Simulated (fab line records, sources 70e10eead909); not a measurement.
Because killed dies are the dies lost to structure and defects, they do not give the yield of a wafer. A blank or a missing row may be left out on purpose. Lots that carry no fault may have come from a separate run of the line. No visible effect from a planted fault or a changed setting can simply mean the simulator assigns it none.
fab line records | flow nand_harc
record: lots: 24 | wafers: 72 | last_day: 33
route steps=1302 shown P_STI@109 P_GATE@122 P_CONTACT@219 P_M0@264
lots that met no fault: from a run of the same line without faults
start_h: hours from the record's opening day to when the first of the lot's shown wafers began | wait_h: how many hours have passed since the lot's step before this one | " unchanged from the row above | L1.1+2: several wafers, shown together as one row | - value missing, or start not given | * or withheld: withheld | < > ~ a bound
route shown NAME@n: names a module that has steps shown in the file, with the first one's number in the route | usual: mean and standard deviation over wafers with no fault | same: alike in all rows | chamber/n: place in a boat | sites: readings site by site | _std_site: standard deviation across them | _edge_site: mean of outer sites minus mean of inner sites | radius_mm: how far each site lies from the wafer's centre | mask NAME#n: copy n | behind: the most recent tool/chamber to have shaped the wafer | hold: why the lot went on hold/how many hours it stayed there/how the hold came to an end | device: transistor that didn't switch, given as n, p or np | end of line: tests run on the same wafers once the route is complete | for a step that has no rows: nothing shown but its recipe | killed: not the wafer's yield, but the dies lost to structure and defects at the first sort | map: a wafer's dies, x killed, . not, _ none there
set.NAME: the setting that was run; set.NAME@STEP: the one run at that earlier step | model.NAME: the simulator's own value behind a step, which no gauge read
a sample of lots followed through the steps of the route, with each step as a table and each wafer as a row
services: a tool's chamber out of use, with start hour (start_h, from the record's first day; less than 0 if before it), hours out, and reason
== steps ==
step: NHARC_P_STI_INSPECT_25
usual: raw_defect_count: 231/72
lot.wafer | tool              | chamber | start_h | wait_h | raw_defect_count
L074.1    | defect_inspect-02 | -       | 73.90   | 0.4    | 256
L074.2    | "                 | -       | "       | "      | 206
L074.5    | "                 | -       | "       | "      | 199
L075.1    | defect_inspect-02 | -       | 80.55   | 0.4    | 204
L075.2    | "                 | -       | "       | "      | 142
L075.3    | "                 | -       | "       | "      | 254
L076.1    | defect_inspect-02 | -       | 88.67   | 0.4    | 153
L076.4    | "                 | -       | "       | "      | 203
L076.5    | "                 | -       | "       | "      | 220
L077.2    | defect_inspect-01 | -       | 99.57   | 0.4    | 275
L077.5    | "                 | -       | "       | "      | 220
L077.6    | "                 | -       | "       | "      | 343
L078.1    | defect_inspect-02 | -       | 110.07  | 0.4    | 163
L078.3    | "                 | -       | "       | "      | 120
L078.5    | "                 | -       | "       | "      | 110
L079.2    | defect_inspect-02 | -       | 120.05  | 0.4    | 102
L079.4    | "                 | -       | "       | "      | 195
L079.5    | "                 | -       | "       | "      | 175
L080.2    | defect_inspect-02 | -       | 131.98  | 0.4    | 247
L080.4    | "                 | -       | "       | "      | 271
L080.5    | "                 | -       | "       | "      | 199
L081.2    | defect_inspect-02 | -       | 143.75  | 0.4    | 259
L081.3    | "                 | -       | "       | "      | 314
L081.6    | "                 | -       | "       | "      | 387
L082.2    | defect_inspect-01 | -       | 160.10  | 0.4    | 163
L082.3    | "                 | -       | "       | "      | 191
L082.4    | "                 | -       | "       | "      | 259
L083.2    | defect_inspect-02 | -       | 166.55  | 0.4    | 310
L083.4    | "                 | -       | "       | "      | 233
L083.6    | "                 | -       | "       | "      | 205
L084.3    | defect_inspect-01 | -       | 166.57  | 0.4    | 336
L084.4    | "                 | -       | "       | "      | 168
L084.5    | "                 | -       | "       | "      | 205
L085.1    | defect_inspect-01 | -       | 183.17  | 0.4    | 226
L085.5    | "                 | -       | "       | "      | 299
L085.6    | "                 | -       | "       | "      | 296
L086.1    | defect_inspect-02 | -       | 190.43  | 0.4    | 218
L086.4    | "                 | -       | "       | "      | 273
L086.5    | "                 | -       | "       | "      | 299
L087.1    | defect_inspect-01 | -       | 201.56  | 0.4    | 167
L087.4    | "                 | -       | "       | "      | 211
L087.6    | "                 | -       | "       | "      | 111
L088.1    | defect_inspect-02 | -       | 216.43  | 0.4    | 263
L088.2    | "                 | -       | "       | "      | 376
L088.4    | "                 | -       | "       | "      | 158
L089.1    | defect_inspect-02 | -       | 220.23  | 0.4    | 242
L089.4    | "                 | -       | "       | "      | 411
L089.6    | "                 | -       | "       | "      | 338
L090.1    | defect_inspect-01 | -       | 232.76  | 0.4    | 335
L090.4    | "                 | -       | "       | "      | 231
L090.5    | "                 | -       | "       | "      | 279
L091.1    | defect_inspect-01 | -       | 241.82  | 0.4    | 245
L091.4    | "                 | -       | "       | "      | 217
L091.6    | "                 | -       | "       | "      | 235
L092.4    | defect_inspect-01 | -       | 258.87  | 0.4    | 211
L092.5    | "                 | -       | "       | "      | 179
L092.6    | "                 | -       | "       | "      | 202
L093.1    | defect_inspect-02 | -       | 258.88  | 0.4    | 191
L093.5    | "                 | -       | "       | "      | 259
L093.6    | "                 | -       | "       | "      | 231
L094.1    | defect_inspect-01 | -       | 277.87  | 0.4    | 106
L094.4    | "                 | -       | "       | "      | 126
L094.5    | "                 | -       | "       | "      | 85
L095.1    | defect_inspect-02 | -       | 284.79  | 0.4    | 117
L095.2    | "                 | -       | "       | "      | 163
L095.4    | "                 | -       | "       | "      | 139
L096.2    | defect_inspect-02 | -       | 298.60  | 0.4    | 169
L096.4    | "                 | -       | "       | "      | 360
L096.6    | "                 | -       | "       | "      | 205
L097.2    | defect_inspect-01 | -       | 302.26  | 0.4    | 302
L097.5    | "                 | -       | "       | "      | 302
L097.6    | "                 | -       | "       | "      | 191
step: NHARC_P_GATE_CD_MEAS_11
recipe: target_cd_nm: 1640 | landing_energy_ev: 500
usual: cd_nm: 1640.2/1.3
lot.wafer | tool      | chamber | start_h | wait_h | cd_nm
L074.1    | cd_sem-02 | 0       | 83.75   | -      | 1641.5
L074.2    | "         | 0       | "       | "      | 1640.8
L074.5    | "         | 0       | "       | "      | 1641.9
L075.1    | cd_sem-02 | 0       | 89.11   | -      | 1636.7
L075.2    | "         | 0       | "       | "      | 1638.6
L075.3    | "         | 0       | "       | "      | 1636.6
L076.1    | cd_sem-02 | 0       | 97.20   | -      | 1642.5
L076.4    | "         | 0       | "       | "      | 1642.8
L076.5    | "         | 0       | "       | "      | 1642.2
L077.2    | cd_sem-01 | 0       | 107.77  | -      | 1639.9
L077.5    | "         | 0       | "       | "      | 1641.2
L077.6    | "         | 0       | "       | "      | 1640.0
L078.1    | cd_sem-02 | 0       | 118.79  | -      | 1640.3
L078.3    | "         | 0       | "       | "      | 1640.5
L078.5    | "         | 0       | "       | "      | 1637.4
L079.2    | cd_sem-01 | 0       | 128.88  | -      | 1640.4
L079.4    | "         | 0       | "       | "      | 1640.7
L079.5    | "         | 0       | "       | "      | 1639.5
L080.2    | cd_sem-03 | 0       | 140.44  | -      | 1640.6
L080.4    | "         | 0       | "       | "      | 1641.0
L080.5    | "         | 0       | "       | "      | 1640.0
L081.2    | cd_sem-01 | 0       | 152.67  | -      | 1639.9
L081.3    | "         | 0       | "       | "      | 1639.1
L081.6    | "         | 0       | "       | "      | 1640.0
L082.2    | cd_sem-01 | 0       | 171.22  | -      | 1640.4
L082.3    | "         | 0       | "       | "      | 1641.1
L082.4    | "         | 0       | "       | "      | 1640.1
L083.2    | cd_sem-03 | 0       | 175.22  | -      | 1640.9
L083.4    | "         | 0       | "       | "      | 1640.4
L083.6    | "         | 0       | "       | "      | 1639.6
L084.3    | cd_sem-01 | 0       | 175.38  | -      | 1641.4
L084.4    | "         | 0       | "       | "      | 1641.3
L084.5    | "         | 0       | "       | "      | 1641.0
L085.1    | cd_sem-01 | 0       | 191.77  | -      | 1642.1
L085.5    | "         | 0       | "       | "      | 1640.2
L085.6    | "         | 0       | "       | "      | 1641.0
L086.1    | cd_sem-02 | 0       | 198.78  | -      | 1639.0
L086.4    | "         | 0       | "       | "      | 1638.8
L086.5    | "         | 0       | "       | "      | 1639.3
L087.1    | cd_sem-03 | 0       | 212.05  | -      | 1639.7
L087.4    | "         | 0       | "       | "      | 1639.7
L087.6    | "         | 0       | "       | "      | 1639.3
L089.1    | cd_sem-02 | 0       | 228.76  | -      | 1639.4
L089.4    | "         | 0       | "       | "      | 1639.9
L089.6    | "         | 0       | "       | "      | 1639.4
L088.1    | cd_sem-01 | 0       | 228.92  | -      | 1640.4
L088.2    | "         | 0       | "       | "      | 1638.8
L088.4    | "         | 0       | "       | "      | 1639.1
L090.1    | cd_sem-01 | 0       | 241.11  | -      | 1638.6
L090.4    | "         | 0       | "       | "      | 1638.7
L090.5    | "         | 0       | "       | "      | 1637.6
L091.1    | cd_sem-02 | 0       | 250.26  | -      | 1641.3
L091.4    | "         | 0       | "       | "      | 1641.1
L091.6    | "         | 0       | "       | "      | 1640.5
L092.4    | cd_sem-02 | 0       | 267.38  | -      | 1638.5
L092.5    | "         | 0       | "       | "      | 1638.1
L092.6    | "         | 0       | "       | "      | 1639.2
L093.1    | cd_sem-03 | 0       | 267.41  | -      | 1641.8
L093.5    | "         | 0       | "       | "      | 1642.5
L093.6    | "         | 0       | "       | "      | 1642.0
L094.1    | cd_sem-01 | 0       | 288.78  | -      | 1639.2
L094.4    | "         | 0       | "       | "      | 1639.1
L094.5    | "         | 0       | "       | "      | 1638.1
L095.1    | cd_sem-03 | 0       | 293.25  | -      | 1641.4
L095.2    | "         | 0       | "       | "      | 1640.4
L095.4    | "         | 0       | "       | "      | 1639.7
L097.2    | cd_sem-01 | 0       | 307.89  | -      | 1640.1
L097.5    | "         | 0       | "       | "      | 1639.9
L097.6    | "         | 0       | "       | "      | 1639.2
L096.2    | cd_sem-03 | 0       | 307.93  | -      | 1640.8
L096.4    | "         | 0       | "       | "      | 1642.4
L096.6    | "         | 0       | "       | "      | 1641.8
step: NHARC_P_GATE_CD_MEAS_91
recipe: target_cd_nm: 2000 | landing_energy_ev: 500
usual: cd_nm: 1999.0/1.3
lot.wafer | tool      | chamber | start_h | wait_h | cd_nm
L074.1    | cd_sem-02 | 0       | 113.06  | -      | 2000.9
L074.2    | "         | 0       | "       | "      | 1999.9
L074.5    | "         | 0       | "       | "      | 1998.7
L075.1    | cd_sem-02 | 0       | 120.94  | -      | 1999.1
L075.2    | "         | 0       | "       | "      | 1998.9
L075.3    | "         | 0       | "       | "      | 1998.8
L076.1    | cd_sem-01 | 0       | 127.07  | -      | 1999.0
L076.4    | "         | 0       | "       | "      | 1997.6
L076.5    | "         | 0       | "       | "      | 1997.7
L077.2    | cd_sem-03 | 0       | 137.64  | -      | 1998.3
L077.5    | "         | 0       | "       | "      | 2000.7
L077.6    | "         | 0       | "       | "      | 1998.1
L078.1    | cd_sem-03 | 0       | 151.64  | -      | 1998.9
L078.3    | "         | 0       | "       | "      | 2001.0
L078.5    | "         | 0       | "       | "      | 1997.8
L079.2    | cd_sem-02 | 0       | 158.91  | -      | 1997.1
L079.4    | "         | 0       | "       | "      | 1999.3
L079.5    | "         | 0       | "       | "      | 1998.1
L080.2    | cd_sem-01 | 0       | 169.66  | -      | 1998.2
L080.4    | "         | 0       | "       | "      | 1999.5
L080.5    | "         | 0       | "       | "      | 1998.3
L081.2    | cd_sem-02 | 0       | 185.22  | -      | 2000.5
L081.3    | "         | 0       | "       | "      | 2000.3
L081.6    | "         | 0       | "       | "      | 1999.2
L082.2    | cd_sem-01 | 0       | 207.66  | -      | 1998.0
L082.3    | "         | 0       | "       | "      | 1998.7
L082.4    | "         | 0       | "       | "      | 1998.8
L083.2    | cd_sem-01 | 0       | 208.27  | -      | 1998.0
L083.4    | "         | 0       | "       | "      | 1998.1
L083.6    | "         | 0       | "       | "      | 1997.5
L084.3    | cd_sem-03 | 0       | 208.94  | -      | 1998.1
L084.4    | "         | 0       | "       | "      | 1997.4
L084.5    | "         | 0       | "       | "      | 1998.0
L085.1    | cd_sem-03 | 0       | 223.17  | -      | 2000.6
L085.5    | "         | 0       | "       | "      | 2000.1
L085.6    | "         | 0       | "       | "      | 2001.2
L086.1    | cd_sem-03 | 0       | 228.55  | -      | 1999.4
L086.4    | "         | 0       | "       | "      | 1997.9
L086.5    | "         | 0       | "       | "      | 2000.2
L087.1    | cd_sem-01 | 0       | 248.22  | -      | 1999.4
L087.4    | "         | 0       | "       | "      | 2000.0
L087.6    | "         | 0       | "       | "      | 2000.2
L089.1    | cd_sem-03 | 0       | 259.12  | -      | 2000.9
L089.4    | "         | 0       | "       | "      | 2000.1
L089.6    | "         | 0       | "       | "      | 2001.7
L088.1    | cd_sem-03 | 0       | 261.90  | -      | 1998.2
L088.2    | "         | 0       | "       | "      | 1998.7
L088.4    | "         | 0       | "       | "      | 1998.3
L090.1    | cd_sem-01 | 0       | 272.99  | -      | 2001.1
L090.4    | "         | 0       | "       | "      | 2001.4
L090.5    | "         | 0       | "       | "      | 2000.1
L091.1    | cd_sem-02 | 0       | 281.56  | -      | 2002.1
L091.4    | "         | 0       | "       | "      | 2000.7
L091.6    | "         | 0       | "       | "      | 1999.7
L093.1    | cd_sem-03 | 0       | 297.36  | -      | 1998.2
L093.5    | "         | 0       | "       | "      | 1997.6
L093.6    | "         | 0       | "       | "      | 1999.1
L092.4    | cd_sem-03 | 0       | 297.81  | -      | 1998.3
L092.5    | "         | 0       | "       | "      | 1996.9
L092.6    | "         | 0       | "       | "      | 1998.6
L094.1    | cd_sem-03 | 0       | 318.06  | -      | 1999.4
L094.4    | "         | 0       | "       | "      | 1997.6
L094.5    | "         | 0       | "       | "      | 1999.1
L095.1    | cd_sem-03 | 0       | 328.46  | -      | 1998.6
L095.2    | "         | 0       | "       | "      | 1998.9
L095.4    | "         | 0       | "       | "      | 1997.9
L097.2    | cd_sem-03 | 0       | 342.96  | -      | 2000.1
L097.5    | "         | 0       | "       | "      | 1997.6
L097.6    | "         | 0       | "       | "      | 1994.4
L096.2    | cd_sem-01 | 0       | 343.88  | -      | 1997.8
L096.4    | "         | 0       | "       | "      | 1997.4
L096.6    | "         | 0       | "       | "      | 1999.8
step: NHARC_P_CONTACT_CMP_01
recipe: target_thk_nm: 200 | material: SiO2
usual: motor_current_A: 11.7/1.2
lot.wafer | tool   | chamber | start_h | wait_h | motor_current_A
L074.1    | cmp-02 | 3       | 116.93  | -      | 10.4
L074.2    | "      | 0       | "       | "      | 12.7
L074.5    | "      | 2       | "       | "      | 11.3
L075.3    | cmp-04 | 3       | 124.78  | -      | 12.3
L075.2    | "      | 0       | "       | "      | 10.3
L075.1    | "      | 2       | "       | "      | 13.5
L076.1    | cmp-02 | 3       | 130.91  | -      | 10.1
L076.4    | "      | 1       | "       | "      | 10.9
L076.5    | "      | 3       | "       | "      | 10.4
L077.2    | cmp-04 | 0       | 141.47  | -      | 10.1
L077.5    | "      | 0       | "       | "      | 10.7
L077.6    | "      | 1       | "       | "      | 10.7
L078.1    | cmp-04 | 1       | 155.63  | -      | 10.4
L078.3    | "      | 3       | "       | "      | 11.9
L078.5    | "      | 1       | "       | "      | 10.7
L079.2    | cmp-02 | 0       | 162.85  | -      | 12.3
L079.4    | "      | 2       | "       | "      | 11.2
L079.5    | "      | 1       | "       | "      | 11.0
L080.2    | cmp-04 | 3       | 174.07  | -      | 11.9
L080.4    | "      | 1       | "       | "      | 10.3
L080.5    | "      | 0       | "       | "      | 9.7
L081.3    | cmp-02 | 0       | 189.13  | -      | 12.6
L081.2    | "      | 1       | "       | "      | 10.8
L081.6    | "      | 0       | "       | "      | 12.6
L082.3    | cmp-03 | 2       | 211.54  | -      | 12.9
L082.4    | "      | 0       | "       | "      | 11.7
L082.2    | "      | 1       | "       | "      | 13.3
L083.4    | cmp-03 | 0       | 212.13  | -      | 11.7
L083.2    | "      | 1       | "       | "      | 12.7
L083.6    | "      | 0       | "       | "      | 12.0
L084.3    | cmp-02 | 3       | 212.84  | -      | 10.0
L084.4    | "      | 0       | "       | "      | 12.6
L084.5    | "      | 3       | "       | "      | 10.2
L085.1    | cmp-02 | 1       | 227.11  | -      | 10.4
L085.5    | "      | 2       | "       | "      | 11.3
L085.6    | "      | 3       | "       | "      | 9.8
L086.4    | cmp-03 | 2       | 232.67  | -      | 12.9
L086.1    | "      | 0       | "       | "      | 12.4
L086.5    | "      | 2       | "       | "      | 12.5
L087.1    | cmp-04 | 1       | 252.07  | -      | 11.4
L087.4    | "      | 2       | "       | "      | 13.1
L087.6    | "      | 2       | "       | "      | 13.4
L089.4    | cmp-02 | 0       | 263.14  | -      | 13.3
L089.1    | "      | 2       | "       | "      | 11.5
L089.6    | "      | 1       | "       | "      | 10.2
L088.2    | cmp-02 | 1       | 265.75  | -      | 9.9
L088.1    | "      | 3       | "       | "      | 10.2
L088.4    | "      | 0       | "       | "      | 12.4
L090.1    | cmp-02 | 3       | 276.85  | -      | 10.5
L090.4    | "      | 1       | "       | "      | 10.7
L090.5    | "      | 2       | "       | "      | 11.1
L091.1    | cmp-04 | 3       | 285.48  | -      | 11.9
L091.4    | "      | 0       | "       | "      | 10.5
L091.6    | "      | 3       | "       | "      | 12.4
L093.1    | cmp-04 | 0       | 301.47  | -      | 10.2
L093.6    | "      | 0       | "       | "      | 9.5
L093.5    | "      | 1       | "       | "      | 11.2
L092.4    | cmp-03 | 1       | 301.86  | -      | 14.0
L092.5    | "      | 1       | "       | "      | 13.0
L092.6    | "      | 2       | "       | "      | 12.6
L094.1    | cmp-04 | 3       | 322.05  | -      | 11.8
L094.4    | "      | 1       | "       | "      | 10.8
L094.5    | "      | 2       | "       | "      | 14.0
L095.2    | cmp-03 | 1       | 332.35  | -      | 14.0
L095.1    | "      | 2       | "       | "      | 13.4
L095.4    | "      | 3       | "       | "      | 13.0
L097.2    | cmp-03 | 0       | 347.03  | -      | 11.7
L097.6    | "      | 0       | "       | "      | 12.3
L097.5    | "      | 1       | "       | "      | 13.7
L096.2    | cmp-04 | 1       | 347.83  | -      | 10.8
L096.4    | "      | 3       | "       | "      | 12.0
L096.6    | "      | 0       | "       | "      | 9.9
step: NHARC_P_M0_OVL_MEAS_10
recipe: pitch_nm: 180
usual: overlay_x_nm: 0.1/0.7 | overlay_y_nm: -0.1/0.83
lot.wafer | tool       | chamber | start_h | wait_h | overlay_x_nm | overlay_y_nm
L074.1    | overlay-02 | -       | 122.18  | -      | 0.8          | 0.0
L074.2    | "          | -       | "       | "      | 0.9          | 0.2
L074.5    | "          | -       | "       | "      | 1.0          | 0.2
L075.1    | overlay-02 | -       | 129.89  | -      | 0.3          | 0.2
L075.2    | "          | -       | "       | "      | 0.1          | -0.3
L075.3    | "          | -       | "       | "      | 0.4          | -0.4
L076.1    | overlay-02 | -       | 136.34  | -      | 1.5          | -2.5
L076.4    | "          | -       | "       | "      | 1.2          | -2.5
L076.5    | "          | -       | "       | "      | 1.0          | -2.3
L077.2    | overlay-01 | -       | 146.42  | -      | -1.2         | 0.5
L077.5    | "          | -       | "       | "      | -0.5         | 0.2
L077.6    | "          | -       | "       | "      | -1.3         | 0.3
L078.1    | overlay-01 | -       | 160.61  | -      | -0.3         | -0.7
L078.3    | "          | -       | "       | "      | -1.3         | -0.2
L078.5    | "          | -       | "       | "      | -0.7         | -0.6
L079.2    | overlay-01 | -       | 167.81  | -      | 0.8          | 1.2
L079.4    | "          | -       | "       | "      | 0.8          | 1.7
L079.5    | "          | -       | "       | "      | 0.5          | 1.4
L080.2    | overlay-01 | -       | 179.32  | -      | 0.9          | -0.9
L080.4    | "          | -       | "       | "      | 0.6          | -1.0
L080.5    | "          | -       | "       | "      | 1.1          | -1.2
L081.2    | overlay-01 | -       | 194.21  | -      | -0.3         | -0.9
L081.3    | "          | -       | "       | "      | -0.5         | -1.4
L081.6    | "          | -       | "       | "      | 0.0          | -1.3
L082.2    | overlay-01 | -       | 217.03  | -      | 1.8          | -0.2
L082.3    | "          | -       | "       | "      | 1.8          | -0.7
L082.4    | "          | -       | "       | "      | 1.4          | -0.3
L083.2    | overlay-02 | -       | 217.36  | -      | 0.2          | -1.9
L083.4    | "          | -       | "       | "      | 0.4          | -0.6
L083.6    | "          | -       | "       | "      | 0.2          | -1.1
L084.3    | overlay-02 | -       | 218.51  | -      | 0.6          | 0.6
L084.4    | "          | -       | "       | "      | 0.6          | 1.2
L084.5    | "          | -       | "       | "      | 0.1          | 0.3
L085.1    | overlay-02 | -       | 232.31  | -      | -0.4         | 0.5
L085.5    | "          | -       | "       | "      | -1.0         | 0.5
L085.6    | "          | -       | "       | "      | -0.6         | 0.6
L086.1    | overlay-02 | -       | 237.76  | -      | -0.5         | 0.2
L086.4    | "          | -       | "       | "      | -0.9         | -0.2
L086.5    | "          | -       | "       | "      | -0.7         | 0.9
L087.1    | overlay-02 | -       | 257.34  | -      | 0.4          | 0.4
L087.4    | "          | -       | "       | "      | 0.5          | -0.1
L087.6    | "          | -       | "       | "      | 0.0          | -0.4
L089.1    | overlay-01 | -       | 268.24  | -      | 1.4          | -0.2
L089.4    | "          | -       | "       | "      | 0.2          | -0.6
L089.6    | "          | -       | "       | "      | 0.8          | -0.2
L088.1    | overlay-01 | -       | 270.92  | -      | 0.1          | 0.0
L088.2    | "          | -       | "       | "      | -0.1         | 0.1
L088.4    | "          | -       | "       | "      | 0.1          | 0.2
L090.1    | overlay-02 | -       | 282.00  | -      | -0.8         | 0.5
L090.4    | "          | -       | "       | "      | -0.8         | 0.4
L090.5    | "          | -       | "       | "      | -0.5         | 0.7
L091.1    | overlay-01 | -       | 290.49  | -      | 0.0          | -0.6
L091.4    | "          | -       | "       | "      | 0.4          | -0.2
L091.6    | "          | -       | "       | "      | 0.3          | 0.1
L093.1    | overlay-02 | -       | 306.53  | -      | 0.1          | -0.7
L093.5    | "          | -       | "       | "      | 0.4          | -0.3
L093.6    | "          | -       | "       | "      | 0.0          | -1.1
L092.4    | overlay-02 | -       | 306.95  | -      | -0.2         | 0.2
L092.5    | "          | -       | "       | "      | -0.1         | -0.3
L092.6    | "          | -       | "       | "      | 0.2          | 0.0
L094.1    | overlay-01 | -       | 327.12  | -      | 0.3          | -0.2
L094.4    | "          | -       | "       | "      | 0.6          | 0.3
L094.5    | "          | -       | "       | "      | 0.5          | 0.8
L095.1    | overlay-02 | -       | 337.55  | -      | -0.6         | 0.5
L095.2    | "          | -       | "       | "      | -0.9         | 0.2
L095.4    | "          | -       | "       | "      | -1.0         | 0.1
L097.2    | overlay-02 | -       | 352.16  | -      | 0.5          | 1.2
L097.5    | "          | -       | "       | "      | 0.2          | 1.5
L097.6    | "          | -       | "       | "      | 0.5          | 0.7
L096.2    | overlay-02 | -       | 352.89  | -      | -0.2         | -0.3
L096.4    | "          | -       | "       | "      | 0.0          | -0.2
L096.6    | "          | -       | "       | "      | -0.1         | -0.2
step: NHARC_P_M0_PVD_20
recipe: target_thk_a: 50 | bias_v: 168.6 | power_w: 15000 | chamber_pressure_pa: 0.12 | time_s: 8.06 | substrate_temp_c: 50 | material: TaN
usual: throttle_valve_pct: 30.1/0.76
lot.wafer | tool           | chamber | start_h | wait_h | throttle_valve_pct
L074.1    | pvd_sputter-02 | -       | -       | -      | 30.3
L074.2    | "              | -       | "       | "      | 30.4
L074.5    | "              | -       | "       | "      | 30.3
L075.2    | pvd_sputter-02 | -       | -       | -      | 29.1
L075.3    | "              | -       | "       | "      | 30.4
L075.1    | "              | -       | "       | "      | 31.2
L076.1    | pvd_sputter-03 | -       | -       | -      | 30.3
L076.4    | "              | -       | "       | "      | 31.5
L076.5    | "              | -       | "       | "      | 30.5
L077.2    | pvd_sputter-03 | -       | -       | -      | 31.2
L077.5    | "              | -       | "       | "      | 30.4
L077.6    | "              | -       | "       | "      | 31.4
L078.1    | pvd_sputter-02 | -       | -       | -      | 30.4
L078.3    | "              | -       | "       | "      | 29.5
L078.5    | "              | -       | "       | "      | 31.3
L079.2    | pvd_sputter-01 | -       | -       | -      | 29.7
L079.4    | "              | -       | "       | "      | 29.2
L079.5    | "              | -       | "       | "      | 29.8
L080.4    | pvd_sputter-02 | -       | -       | -      | 31.0
L080.2    | "              | -       | "       | "      | 29.4
L080.5    | "              | -       | "       | "      | 31.3
L081.3    | pvd_sputter-03 | -       | -       | -      | 30.1
L081.2    | "              | -       | "       | "      | 30.7
L081.6    | "              | -       | "       | "      | 30.6
L082.4    | pvd_sputter-02 | -       | -       | -      | 31.1
L082.2    | "              | -       | "       | "      | 30.6
L082.3    | "              | -       | "       | "      | 30.1
L083.2    | pvd_sputter-03 | -       | -       | -      | 30.4
L083.4    | "              | -       | "       | "      | 31.7
L083.6    | "              | -       | "       | "      | 30.2
L084.4    | pvd_sputter-01 | -       | -       | -      | 29.2
L084.3    | "              | -       | "       | "      | 29.4
L084.5    | "              | -       | "       | "      | 29.2
L085.1    | pvd_sputter-03 | -       | -       | -      | 30.1
L085.5    | "              | -       | "       | "      | 30.5
L085.6    | "              | -       | "       | "      | 31.3
L086.4    | pvd_sputter-03 | -       | -       | -      | 30.0
L086.1    | "              | -       | "       | "      | 30.4
L086.5    | "              | -       | "       | "      | 30.2
L087.1    | pvd_sputter-01 | -       | -       | -      | 29.9
L087.4    | "              | -       | "       | "      | 28.7
L087.6    | "              | -       | "       | "      | 29.9
L089.4    | pvd_sputter-03 | -       | -       | -      | 30.4
L089.1    | "              | -       | "       | "      | 30.4
L089.6    | "              | -       | "       | "      | 30.2
L088.1    | pvd_sputter-03 | -       | -       | -      | 30.2
L088.4    | "              | -       | "       | "      | 29.7
L088.2    | "              | -       | "       | "      | 30.6
L090.1    | pvd_sputter-01 | -       | -       | -      | 29.7
L090.4    | "              | -       | "       | "      | 28.8
L090.5    | "              | -       | "       | "      | 29.6
L091.1    | pvd_sputter-01 | -       | -       | -      | 29.3
L091.4    | "              | -       | "       | "      | 29.8
L091.6    | "              | -       | "       | "      | 28.7
L093.1    | pvd_sputter-01 | -       | -       | -      | 29.7
L093.6    | "              | -       | "       | "      | 29.1
L093.5    | "              | -       | "       | "      | 28.8
L092.4    | pvd_sputter-03 | -       | -       | -      | 30.6
L092.5    | "              | -       | "       | "      | 31.4
L092.6    | "              | -       | "       | "      | 30.4
L094.4    | pvd_sputter-02 | -       | -       | -      | 30.4
L094.1    | "              | -       | "       | "      | 31.1
L094.5    | "              | -       | "       | "      | 30.4
L095.4    | pvd_sputter-01 | -       | -       | -      | 29.9
L095.2    | "              | -       | "       | "      | 29.8
L095.1    | "              | -       | "       | "      | 29.1
L097.2    | pvd_sputter-02 | -       | -       | -      | 29.9
L097.5    | "              | -       | "       | "      | 29.8
L097.6    | "              | -       | "       | "      | 30.5
L096.4    | pvd_sputter-01 | -       | -       | -      | 29.0
L096.2    | "              | -       | "       | "      | 29.7
L096.6    | "              | -       | "       | "      | 28.9
== services ==
tool           | chamber | start_h | hours | kind
pvd_sputter-01 | -       | 95.48   | 3.2   | repair
cmp-04         | -       | 99.08   | 0.8   | repair
cmp-04         | -       | 111.00  | 4.0   | pm
cmp-02         | -       | 131.62  | 3.0   | repair
cmp-02         | -       | 134.67  | 4.0   | pm
pvd_sputter-01 | -       | 156.58  | 5.9   | repair
cmp-02         | -       | 167.19  | 2.0   | repair
pvd_sputter-03 | -       | 168.54  | 2.1   | repair
pvd_sputter-01 | -       | 169.99  | 3.9   | repair
pvd_sputter-01 | -       | 180.12  | 8.5   | repair
cmp-02         | -       | 190.03  | 1.0   | repair
cmp-02         | -       | 204.19  | 0.5   | repair
cmp-04         | -       | 208.29  | 1.9   | repair
cmp-04         | -       | 210.20  | 4.0   | pm
cmp-02         | -       | 232.80  | 4.0   | pm
cmp-04         | -       | 273.12  | 8.9   | repair
cmp-02         | -       | 281.56  | 4.0   | repair
cmp-04         | -       | 298.91  | 2.1   | repair
cmp-04         | -       | 308.20  | 4.0   | pm
cmp-02         | -       | 330.80  | 4.0   | pm
cmp-04         | -       | 331.37  | 2.2   | repair
pvd_sputter-03 | -       | 335.52  | 4.4   | repair
cmp-02         | -       | 336.44  | 1.5   | repair
pvd_sputter-03 | -       | 348.63  | 10.0  | pm
== key ==
fault none
